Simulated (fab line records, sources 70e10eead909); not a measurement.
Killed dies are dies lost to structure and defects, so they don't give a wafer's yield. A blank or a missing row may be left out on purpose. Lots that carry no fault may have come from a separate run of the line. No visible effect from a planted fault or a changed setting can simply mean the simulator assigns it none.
A struck lot beside a sound one | flow nand_harc | 15 steps out of a route of 1302
Sound: wafers L292.1, L292.5, L292.6. Struck: wafer L307.2. (L307.1, L307.3 of the same lot were not struck and are left out.) The cause comes at the end.
At each step with rows: each side's tool, then ch and its chambers, then its first start. Under that, the readings that differ: sound wafers | struck wafers | difference of the means | sigmas: that difference in standard deviations of wafers without a fault.
alike: words and numbers the same on both sides, and readings whose means are apart by under 2 such deviations; not compared: readings that were withheld, readings missing a value for some wafer, numbers with overlapping values and no deviation given by the record, and bounds like >300 which may hide the same value.
The two part at a step that has a row with sigmas, a row that says differs or no value, or rows on one side only. Numbers that have no deviation but don't overlap get no sigmas and don't part them. A reading missing from all wafers of one side parts the sides only when that side holds two or more wafers.

NHARC_THIN_TSV_DEP_43: deposits SiO2, target thk 1328.5 nm.
  sound on pecvd-04 ch 0,1,2, day 25 01:36; struck on pecvd-04 ch 2, day 32 01:43
  alike: chamber_pressure_Torr, flow_sccm, throttle_valve_pct
then, 8 steps without rows for these wafers: NHARC_THIN_TSV_DEHYDRATE_04 (time 120 s); NHARC_THIN_TSV_HMDS_05 (time 30 s); NHARC_THIN_TSV_COAT_06; NHARC_THIN_TSV_SOFTBAKE_07 (time 95 s); NHARC_THIN_TSV_EBR_08; NHARC_THIN_TSV_EXPOSE_09 (exposes mask TSV); NHARC_THIN_TSV_PEB_10 (peb time 85 s); NHARC_THIN_TSV_DEVELOP_11 (time 70 s).
NHARC_THIN_TSV_CD_MEAS_12: target cd 1000 nm.
  sound on cd_sem-02 ch 0, day 25 02:20; struck on cd_sem-03 ch 0, day 32 02:34
  alike: cd_nm
then, 1 step without rows for these wafers: NHARC_THIN_TSV_HARDBAKE_13 (time 80 s).
NHARC_THIN_TSV_DESCUM_14: chemistry O2, time 3 s.
  sound on rie_diel-06 ch 0,1,3, day 25 02:31; struck on rie_diel-01 ch 0, day 32 02:43
  reading               | sound             | struck | difference | sigmas
  oes_product_au (a.u.) | 1.008 0.988 0.998 | 0.972  | -0.026     | -2
  alike: drypump_motor_current_A, o2_flow_sccm, rf_vpp_V, showerhead_plenum_p_Torr, throttle_valve_pct
  not compared: rf_hours_counter_h
NHARC_THIN_TSV_ETCH_44: etches the open film in CF4/O2, target depth 1594.2 nm, time 797.1 s.
  sound on rie_diel-06 ch 0,1,3, day 25 02:36; struck on rie_diel-01 ch 1, day 32 02:49
  reading                | sound                | struck | difference | sigmas
  oes_product_au (a.u.)  | 1.004 0.988 1.006    | 1.066  | +0.067     | +6
  rf_fwd_power_W (W)     | 298.0 299.7 299.6    | 335.4  | +36.3      | +40
  throttle_valve_pct (%) | 16.901 16.908 16.906 | 16.926 | +0.021     | +2
  alike: drypump_motor_current_A, o2_flow_sccm, rf_vpp_V, showerhead_plenum_p_Torr
  not compared: rf_hours_counter_h
NHARC_THIN_TSV_ETCH_15: target depth 3000 nm, bosch target overetch cycles 2, bosch etch step 2.8 s.
  sound on rie_si-01 ch 1,2,3, day 25 03:19; struck on rie_si-02 ch 2, day 32 03:23
  alike: drypump_motor_current_A, he_backside_leak_sccm
  not compared: rf_hours_counter_h
NHARC_END_SORT_01:
  sound on prober-02 ch 0, day 25 19:44; struck on prober-01 ch 0, day 32 18:20
  alike: defect_limited_yield, killed_at_array, killed_at_other, killed_at_periphery, killed_dies, killed_open, killed_short

== WHERE THEY PART ==
First at NHARC_THIN_TSV_DESCUM_14; last, within this record, at NHARC_THIN_TSV_ETCH_44. Later steps at which nothing parts them and some readings are alike: NHARC_THIN_TSV_ETCH_15, NHARC_END_SORT_01.

WHY: what had been put in by the simulator
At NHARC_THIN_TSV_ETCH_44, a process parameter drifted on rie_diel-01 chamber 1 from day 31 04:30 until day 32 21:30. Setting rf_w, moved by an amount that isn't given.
